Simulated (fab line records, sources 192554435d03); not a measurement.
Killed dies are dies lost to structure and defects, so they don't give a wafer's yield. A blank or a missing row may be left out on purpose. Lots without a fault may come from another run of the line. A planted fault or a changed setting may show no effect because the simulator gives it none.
Chamber matching | flow n5_finfet | N5_BEOL_M5_DESCUM_33 on rie_diel-06: 4 sister chambers
The step chemistry O2, time 7 s. 21 wafers are shown with their chamber, then 10 later ones without.

WAFERS WITH THEIR CHAMBER
wafer  | chamber | showerhead_plenum_p_Torr (Torr) | drypump_motor_current_A (A) | throttle_valve_pct (%)
L075.1 | 1       | 2.11                            | 5.3                         | 20.91
L075.4 | 0       | 2.20                            | 6.1                         | 20.20
L075.6 | 3       | 2.00                            | 5.7                         | 20.60
L076.1 | 3       | 2.00                            | 5.7                         | 20.61
L076.3 | 0       | 2.20                            | 6.1                         | 20.21
L076.5 | 1       | 2.11                            | 5.3                         | 20.92
L077.2 | 2       | 2.16                            | 6.2                         | 20.76
L077.3 | 0       | 2.20                            | 6.1                         | 20.20
L077.4 | 3       | 2.00                            | 5.6                         | 20.59
L079.1 | 3       | 2.00                            | 5.7                         | 20.60
L079.4 | 2       | 2.16                            | 6.3                         | 20.78
L079.6 | 2       | 2.16                            | 6.2                         | 20.76
L080.1 | 2       | 2.16                            | 6.2                         | 20.77
L080.4 | 1       | 2.10                            | 5.3                         | 20.95
L080.5 | 3       | 2.00                            | 5.7                         | 20.61
L081.1 | 2       | 2.16                            | 6.2                         | 20.78
L081.4 | 3       | 2.00                            | 5.7                         | 20.62
L081.5 | 1       | 2.10                            | 5.3                         | 20.94
L090.1 | 3       | 1.99                            | 5.7                         | 20.64
L090.5 | 0       | 2.19                            | 6.1                         | 20.24
L090.6 | 3       | 1.99                            | 5.7                         | 20.63

SIGNATURES (means of the wafers above)
reading                  | chamber 0 | chamber 1 | chamber 2 | chamber 3 | scatter within a chamber
showerhead_plenum_p_Torr | 2.1975    | 2.1050    | 2.1600    | 1.9975    | 0.00437
drypump_motor_current_A  | 6.100     | 5.300     | 6.220     | 5.688     | 0.0314
throttle_valve_pct       | 20.2125   | 20.9300   | 20.7700   | 20.6125   | 0.0161
Rule: a wafer's distance from a chamber is the root of the sum, over the readings, of the square of ((its reading less the chamber's mean) divided by the reading's scatter). The wafer belongs to the nearest chamber; if the next one is less than 2 further off, it can't be placed. The scatter: the root of (the sum of the squares of (reading less its chamber's mean) over the shown wafers, divided by (wafers less chambers)).

WAFERS WITHOUT THEIR CHAMBER
wafer  | showerhead_plenum_p_Torr (Torr) | drypump_motor_current_A (A) | throttle_valve_pct (%)
L087.2 | 1.99                            | 5.6                         | 20.61
L087.3 | 2.19                            | 6.1                         | 20.26
L087.5 | 2.10                            | 5.3                         | 20.96
L092.1 | 2.19                            | 6.1                         | 20.24
L092.2 | 2.09                            | 5.4                         | 20.95
L092.4 | 2.10                            | 5.4                         | 20.95
L094.1 | 1.99                            | 5.7                         | 20.65
L094.3 | 2.19                            | 6.1                         | 20.25
L094.4 | 2.19                            | 6.1                         | 20.26
L097.5 | 1.99                            | 5.7                         | 20.65

WHICH CHAMBER EACH WENT THROUGH
wafer  | from the rows above | in truth
L087.2 | 3                   | 3
L087.3 | 0                   | 0
L087.5 | 1                   | 1
L092.1 | 0                   | 0
L092.2 | 1                   | 1
L092.4 | 1                   | 1
L094.1 | 3                   | 3
L094.3 | 0                   | 0
L094.4 | 0                   | 0
L097.5 | 3                   | 3
Placed correctly: 10 of 10. Can't be placed from these rows: 0. Placed wrongly: 0.
